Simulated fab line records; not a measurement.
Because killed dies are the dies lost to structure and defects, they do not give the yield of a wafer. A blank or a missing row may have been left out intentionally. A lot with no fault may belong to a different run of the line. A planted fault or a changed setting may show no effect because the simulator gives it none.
Comparing a struck lot with a sound one    flow nand_harc    15 out of 1302 route steps
Sound: wafers L607.2, L607.5, L607.6. Wafers struck: L609.4, L609.5. Last of all comes the cause.
At each step with rows: each side's tool, then ch and its chambers, then its first start. Under that, the readings that differ: sound wafers    struck wafers    difference of the means    sigmas: that difference in standard deviations of wafers without a fault.
alike: words and numbers the same on both sides, and readings whose means are apart by under 2 such deviations; not compared: readings that were withheld, readings missing a value for some wafer, numbers with overlapping values and no deviation given by the record, and bounds like >300 which may hide the same value.
Wherever a step has rows on one side only, a row that says differs or no value, or a row with sigmas, the two part there. Numbers that don't overlap but have no deviation are shown without sigmas and don't part them. Lack of a reading on every wafer of one side parts them only where that side has two or more wafers.

first, 7 steps without rows for these wafers: NHARC_A_SLIT_HMDS_02 (time 30 s); NHARC_A_SLIT_COAT_03 (resist thk 90 nm); NHARC_A_SLIT_SOFTBAKE_04 (time 55 s); NHARC_A_SLIT_EBR_05; NHARC_A_SLIT_EXPOSE_06 (exposes mask SLIT); NHARC_A_SLIT_PEB_07 (peb time 65 s); NHARC_A_SLIT_DEVELOP_08 (develop time 35 s).
NHARC_A_SLIT_CD_MEAS_09: target cd 300 nm.
  sound on cd_sem-03 ch 0, day 25 11:59; struck on cd_sem-01 ch 0, day 25 11:40
  alike: cd_nm
NHARC_A_SLIT_OVL_MEAS_10:
  sound on overlay-01, day 25 12:04; struck on overlay-01, day 25 11:44
reading            sound        struck     difference  sigmas
overlay_y_nm (nm)  1.6 1.8 1.5  -0.6 -0.9  -2.4        -3
  alike: overlay_x_nm
NHARC_A_SLIT_INSPECT_11:
  sound on defect_inspect-02, day 25 12:07; struck on defect_inspect-02, day 25 11:47
  alike: raw_defect_count
NHARC_A_SLIT_DESCUM_14: chemistry O2, time 3 s.
  sound on rie_diel-09 ch 1,2, day 25 12:10; struck on rie_diel-13 ch 0,3, day 25 11:51
  alike: drypump_motor_current_A, oes_product_au, rf_vpp_V, showerhead_plenum_p_Torr, throttle_valve_pct
  not compared: rf_hours_counter_h
NHARC_A_SLIT_ETCH_24: etches the open film in CF4/CHF3, target depth 121 nm, time 60.5 s.
  sound on rie_diel-09 ch 0,3, day 25 12:55; struck on rie_diel-13 ch 1,2, day 25 11:55
reading                          sound              struck       difference  sigmas
rf_vpp_V (V)                     365.7 366.6 368.2  372.3 373.1  +5.9        +2
showerhead_plenum_p_Torr (Torr)  1.47 1.47 1.49     1.61 1.65    +0.15       +2
  alike: drypump_motor_current_A, oes_product_au, run_length_s, throttle_valve_pct
  not compared: rf_hours_counter_h
NHARC_A_SLIT_ETCH_15: etches the open film in O2/COS, target depth 6200 nm, time 1612 s.
  sound on rie_diel-09 ch 0,3, day 25 13:07; struck on rie_diel-13 ch 0,2, day 25 12:21
reading                          sound                  struck         difference  sigmas
rf_vpp_V (V)                     311.8 311.2 312.0      316.9 316.4    +5.0        +2
run_length_s (s)                 1634.2 1634.1 1633.2   1138.7 1138.2  -495.4      -99 or more
showerhead_plenum_p_Torr (Torr)  2.96 2.96 2.91         3.27 3.17      +0.28       +2
model.A_SLIT.cd_offset_nm (nm)   0.7932 0.6604 -0.2542  -5.451 -7.107  -6.679      
  alike: drypump_motor_current_A, oes_product_au, throttle_valve_pct
  not compared: rf_hours_counter_h
NHARC_A_SLIT_ETCH_17: etches the open film in C4F8/O2/Ar, time 4254.5 s, target depth 20300 nm.
  sound on har_etch-02 ch 0,1, day 25 17:23; struck on har_etch-02 ch 0, day 25 14:49
  alike: c4f8_flow_sccm, drypump_motor_current_A, showerhead_plenum_p_Torr, throttle_valve_pct
  not compared: rf_hours_counter_h, run_length_s
-- break in the record here, with 5 days between the starts of the struck wafers on either side (left off in module A_SLIT, picked up again in module END, where the first step shown is number 1302 on the route) --
NHARC_END_SORT_01:
  the record has rows for the struck wafers here (prober-02 ch 0, day 30 17:59) and none for the sound ones

WHERE THEY PART
Earliest at NHARC_A_SLIT_OVL_MEAS_10; latest, in this record, at NHARC_END_SORT_01.

WHY: what the simulator had put in
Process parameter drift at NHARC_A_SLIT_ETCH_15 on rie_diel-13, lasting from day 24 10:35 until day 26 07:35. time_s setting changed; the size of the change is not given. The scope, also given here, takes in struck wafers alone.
